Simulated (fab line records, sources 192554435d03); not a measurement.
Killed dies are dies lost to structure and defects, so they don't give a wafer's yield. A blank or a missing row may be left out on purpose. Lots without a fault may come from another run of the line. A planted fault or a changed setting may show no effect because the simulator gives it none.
Chamber matching | flow n5_finfet | N5_BEOL_M2_PECVD_72 on pecvd-01: 3 sister chambers
The step deposits SiO2 from TEOS/O2, target thk 16 nm, time 18 s. 22 wafers are shown with their chamber, then 11 later ones without.

WAFERS WITH THEIR CHAMBER
wafer  | chamber | throttle_valve_pct (%) | showerhead_plenum_p_Torr (Torr) | heater_power_w (W)
L075.3 | 2       | 23.4                   | 8.80                            | 548
L075.4 | 2       | 23.5                   | 8.78                            | 546
L075.6 | 0       | 21.5                   | 8.67                            | 739
L076.3 | 2       | 23.5                   | 8.80                            | 634
L076.4 | 0       | 21.4                   | 8.67                            | 675
L076.6 | 2       | 23.3                   | 8.79                            | 636
L081.1 | 2       | 23.5                   | 8.81                            | 632
L081.2 | 0       | 21.3                   | 8.68                            | 692
L081.3 | 1       | 22.2                   | 8.77                            | 745
L080.1 | 1       | 22.3                   | 8.74                            | 728
L080.2 | 0       | 21.4                   | 8.67                            | 712
L080.4 | 2       | 23.6                   | 8.82                            | 624
L082.2 | 0       | 21.4                   | 8.67                            | 702
L082.4 | 0       | 21.5                   | 8.66                            | 704
L082.6 | 1       | 22.4                   | 8.75                            | 794
L083.3 | 2       | 23.6                   | 8.80                            | 630
L083.5 | 0       | 21.3                   | 8.67                            | 614
L083.6 | 2       | 23.6                   | 8.79                            | 627
L088.3 | 0       | 21.4                   | 8.67                            | 722
L088.4 | 2       | 23.5                   | 8.79                            | 653
L088.6 | 1       | 22.7                   | 8.78                            | 739
L089.4 | 1       | 22.4                   | 8.74                            | 830

SIGNATURES (means of the wafers above)
reading                  | chamber 0 | chamber 1 | chamber 2 | scatter within a chamber
throttle_valve_pct       | 21.400    | 22.400    | 23.500    | 0.117
showerhead_plenum_p_Torr | 8.6700    | 8.7560    | 8.7978    | 0.0119
heater_power_w           | 695.00    | 767.20    | 614.44    | 39.6
Rule: a wafer's distance from a chamber is the root of the sum, over the readings, of the square of ((its reading less the chamber's mean) divided by the reading's scatter). The wafer belongs to the nearest chamber; if the next one is less than 2 further off, it can't be placed. The scatter: the root of (the sum of the squares of (reading less its chamber's mean) over the shown wafers, divided by (wafers less chambers)).

WAFERS WITHOUT THEIR CHAMBER
wafer  | throttle_valve_pct (%) | showerhead_plenum_p_Torr (Torr) | heater_power_w (W)
L089.5 | 23.5                   | 8.78                            | 673
L089.6 | 21.3                   | 8.65                            | 754
L092.1 | 21.5                   | 8.68                            | 728
L092.2 | 22.6                   | 8.76                            | 714
L092.3 | 23.7                   | 8.78                            | 606
L096.2 | 23.6                   | 8.79                            | 663
L096.3 | 21.5                   | 8.69                            | 691
L096.4 | 21.4                   | 8.68                            | 714
L097.1 | 21.5                   | 8.66                            | 762
L097.3 | 23.8                   | 8.80                            | 626
L097.6 | 21.4                   | 8.68                            | 763

WHICH CHAMBER EACH WENT THROUGH
wafer  | from the rows above | in truth
L089.5 | 2                   | 2
L089.6 | 0                   | 0
L092.1 | 0                   | 0
L092.2 | 1                   | 1
L092.3 | 2                   | 2
L096.2 | 2                   | 2
L096.3 | 0                   | 0
L096.4 | 0                   | 0
L097.1 | 0                   | 0
L097.3 | 2                   | 2
L097.6 | 0                   | 0
Placed correctly: 11 of 11. Can't be placed from these rows: 0. Placed wrongly: 0.
